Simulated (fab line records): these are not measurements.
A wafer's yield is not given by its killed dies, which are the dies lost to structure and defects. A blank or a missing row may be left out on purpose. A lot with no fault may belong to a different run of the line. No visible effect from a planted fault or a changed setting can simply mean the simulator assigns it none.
Chamber matching | flow n5-finfet | 4 sister chambers for N5_STI_FIN_REVEAL_STRIP_24 on rie-diel-01
The step strips in N2/H2, time 90 s. 14 wafers are shown with their chamber, then 7 later ones without.

WAFERS WITH THEIR CHAMBER
wafer  | chamber | showerhead-plenum-p-Torr (Torr) | throttle-valve-pct (%) | drypump-motor-current-A (A)
L077.1 | 0       | 3.29                            | 11.93                  | 5.2
L077.3 | 3       | 3.48                            | 12.47                  | 5.2
L077.5 | 3       | 3.48                            | 12.46                  | 5.2
L078.1 | 2       | 3.53                            | 12.35                  | 6.1
L078.5 | 2       | 3.53                            | 12.36                  | 6.1
L078.6 | 3       | 3.48                            | 12.46                  | 5.3
L079.1 | 3       | 3.48                            | 12.49                  | 5.3
L079.3 | 1       | 3.33                            | 12.53                  | 6.0
L079.5 | 2       | 3.53                            | 12.36                  | 6.1
L086.1 | 0       | 3.28                            | 11.97                  | 5.1
L086.3 | 1       | 3.32                            | 12.54                  | 5.9
L086.4 | 2       | 3.52                            | 12.39                  | 6.1
L087.2 | 2       | 3.52                            | 12.40                  | 6.1
L087.3 | 3       | 3.47                            | 12.51                  | 5.3

SIGNATURES, as means of the wafers listed above
reading                  | chamber 0 | chamber 1 | chamber 2 | chamber 3 | scatter within a chamber
showerhead-plenum-p-Torr | 3.2850    | 3.3250    | 3.5260    | 3.4780    | 0.00548
throttle-valve-pct       | 11.9500   | 12.5350   | 12.3720   | 12.4780   | 0.0215
drypump-motor-current-A  | 5.150     | 5.950     | 6.100     | 5.260     | 0.0469
Rule: distance of a wafer from a chamber = root of the sum over the readings of ((wafer's reading minus chamber's mean) / reading's scatter) squared. The wafer belongs to the nearest chamber; if the next one is less than 2 further off, it can't be placed. The scatter: the root of (the sum of the squares of (reading less its chamber's mean) over the shown wafers, divided by (wafers less chambers)).

WAFERS MISSING THEIR CHAMBER
wafer  | showerhead-plenum-p-Torr (Torr) | throttle-valve-pct (%) | drypump-motor-current-A (A)
L087.5 | 3.52                            | 12.39                  | 6.1
L088.2 | 3.28                            | 12.00                  | 5.2
L088.3 | 3.52                            | 12.40                  | 6.1
L088.5 | 3.28                            | 11.99                  | 5.1
L089.1 | 3.28                            | 12.01                  | 5.2
L089.2 | 3.52                            | 12.39                  | 6.1
L089.3 | 3.47                            | 12.52                  | 5.3

CHAMBER TAKEN BY EACH
wafer  | from the rows above | in truth
L087.5 | 2                   | 2
L088.2 | 0                   | 0
L088.3 | 2                   | 2
L088.5 | 0                   | 0
L089.1 | 0                   | 0
L089.2 | 2                   | 2
L089.3 | 3                   | 3
7 of 7 placed correctly. Not placeable from these rows: 0. Placed wrongly: 0.
